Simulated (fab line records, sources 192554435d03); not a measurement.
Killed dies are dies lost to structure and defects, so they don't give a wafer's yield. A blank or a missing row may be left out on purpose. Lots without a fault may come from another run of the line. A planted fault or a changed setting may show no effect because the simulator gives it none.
Tool commonality check | flow n5_finfet | 9 lots, 27 wafers sampled

WHY IT WAS OPENED
At N5_BEOL_M4_RC_MEAS_101 the reading RC_P is flagged on 3 of 9 lots. Wafers without a fault read 19.4 ohm.um, standard deviation 0.5.
Rule: a lot is flagged when every wafer of it that has a number lies more than 4 standard deviations from that mean, or none has a number. The other lots count as sound.

lot  | measured     | on        | RC_P (ohm.um), wafer by wafer | flag
L894 | day 9 10:25  | prober-01 | 41.3 41.1 41.0                | FLAGGED
L895 | day 9 12:13  | prober-01 | 40.7 42.7 42.0                | FLAGGED
L896 | day 10 02:16 | prober-02 | 41.8 41.2 40.2                | FLAGGED
L900 | day 11 07:08 | prober-02 | 19.7 19.4 19.1                |
L902 | day 11 22:08 | prober-02 | 18.8 18.8 19.4                |
L903 | day 11 22:31 | prober-01 | 19.6 19.2 19.4                |
L904 | day 12 00:12 | prober-02 | 19.2 19.1 19.0                |
L907 | day 12 19:14 | prober-02 | 19.0 19.6 20.3                |
L908 | day 13 02:19 | prober-01 | 19.2 19.1 19.3                |
The numbers of the flagged lots are 41.3 ohm.um on average: +21.9 ohm.um against the usual, or +44 standard deviations.

WHICH TOOL RAN EACH LOT
The record holds 4 process steps before the reading, out of a route of 1938 steps. In each cell: the tool, then ch and the chambers that the sampled wafers went through, then the start.
lot  | flag    | N5_MOL_CONTACT_COAG_ETCH_59       | N5_MOL_CONTACT_COAG_IMPLANT_129 | N5_MOL_CONTACT_COAG_TI_SIL_19 | N5_MOL_CONTACT_COAG_CO_FILL_22
L894 | FLAGGED | rie_diel-03 ch 0,3, day 6 12:38   | implanter-01, day 6 13:05       | pvd_sputter-03, day 6 13:29   | cvd_co-02 ch 0,2, day 6 16:56
L895 | FLAGGED | rie_diel-05 ch 0,1,2, day 6 17:22 | implanter-02, day 6 17:46       | pvd_sputter-03, day 6 19:31   | cvd_co-01 ch 0,2, day 6 20:58
L896 | FLAGGED | rie_diel-06 ch 1,2,3, day 6 22:56 | implanter-01, day 6 23:22       | pvd_sputter-01, day 6 23:49   | cvd_co-02 ch 1,2, day 7 01:22
L900 |         | rie_diel-06 ch 0,1, day 8 00:08   | implanter-02 ch 0, day 8 00:31  | pvd_sputter-03, day 8 01:55   | cvd_co-02 ch 0,2, day 8 03:32
L902 |         | rie_diel-05 ch 0,3, day 8 13:26   | implanter-02 ch 0, day 8 13:52  | pvd_sputter-02, day 8 14:25   | cvd_co-02 ch 1,2, day 8 15:32
L903 |         | rie_diel-06 ch 1,2,3, day 8 16:22 | implanter-01 ch 0, day 8 16:45  | pvd_sputter-02, day 8 17:30   | cvd_co-02 ch 0,1,2, day 8 18:35
L904 |         | rie_diel-06 ch 2,3, day 8 21:47   | implanter-02 ch 0, day 8 22:10  | pvd_sputter-01, day 8 22:49   | cvd_co-02 ch 0,1,2, day 9 00:14
L907 |         | rie_diel-05 ch 0,2,3, day 9 20:31 | implanter-02 ch 0, day 9 20:58  | pvd_sputter-03, day 9 21:32   | cvd_co-02 ch 0,1,2, day 10 00:11
L908 |         | rie_diel-06 ch 1,2,3, day 9 21:35 | implanter-02 ch 0, day 9 21:59  | pvd_sputter-02, day 9 23:50   | cvd_co-02 ch 0,1,2, day 10 01:07
What these steps do:
- N5_MOL_CONTACT_COAG_ETCH_59: etches underlayer in N2/H2, target depth 13 nm, time 10.4 s.
- N5_MOL_CONTACT_COAG_IMPLANT_129
- N5_MOL_CONTACT_COAG_TI_SIL_19: material Ti, target thk 4.2 nm, time 15 s.
- N5_MOL_CONTACT_COAG_CO_FILL_22: material Co, precursor CCTBA/H2, target thk 20 nm.
- N5_BEOL_M4_RC_MEAS_101

FLAGGED OVER TOTAL, TOOL BY TOOL (the gauges that took the reading come last)
step                            | tool           | lots run | flagged | share of the flagged lots | sound lots run after its first flagged lot
N5_MOL_CONTACT_COAG_ETCH_59     | rie_diel-03    | 1        | 1       | some                      | 0
N5_MOL_CONTACT_COAG_ETCH_59     | rie_diel-05    | 3        | 1       | some                      | 2 (L902,L907)
N5_MOL_CONTACT_COAG_ETCH_59     | rie_diel-06    | 5        | 1       | some                      | 4 (L900,L903,L904,L908)
N5_MOL_CONTACT_COAG_IMPLANT_129 | implanter-01   | 3        | 2       | some                      | 1 (L903)
N5_MOL_CONTACT_COAG_IMPLANT_129 | implanter-02   | 6        | 1       | some                      | 5 (L900,L902,L904,L907,L908)
N5_MOL_CONTACT_COAG_TI_SIL_19   | pvd_sputter-01 | 2        | 1       | some                      | 1 (L904)
N5_MOL_CONTACT_COAG_TI_SIL_19   | pvd_sputter-02 | 3        | 0       | none                      | -
N5_MOL_CONTACT_COAG_TI_SIL_19   | pvd_sputter-03 | 4        | 2       | some                      | 2 (L900,L907)
N5_MOL_CONTACT_COAG_CO_FILL_22  | cvd_co-01      | 1        | 1       | some                      | 0
N5_MOL_CONTACT_COAG_CO_FILL_22  | cvd_co-02      | 8        | 2       | some                      | 6 (L900,L902,L903,L904,L907,L908)
N5_BEOL_M4_RC_MEAS_101          | prober-01      | 4        | 2       | some                      | 2 (L903,L908)
N5_BEOL_M4_RC_MEAS_101          | prober-02      | 5        | 1       | some                      | 4 (L900,L902,L904,L907)

WHAT THE TABLE ALLOWS
No row of the table ran every flagged lot.

WHAT THE SIMULATOR HAD PUT IN
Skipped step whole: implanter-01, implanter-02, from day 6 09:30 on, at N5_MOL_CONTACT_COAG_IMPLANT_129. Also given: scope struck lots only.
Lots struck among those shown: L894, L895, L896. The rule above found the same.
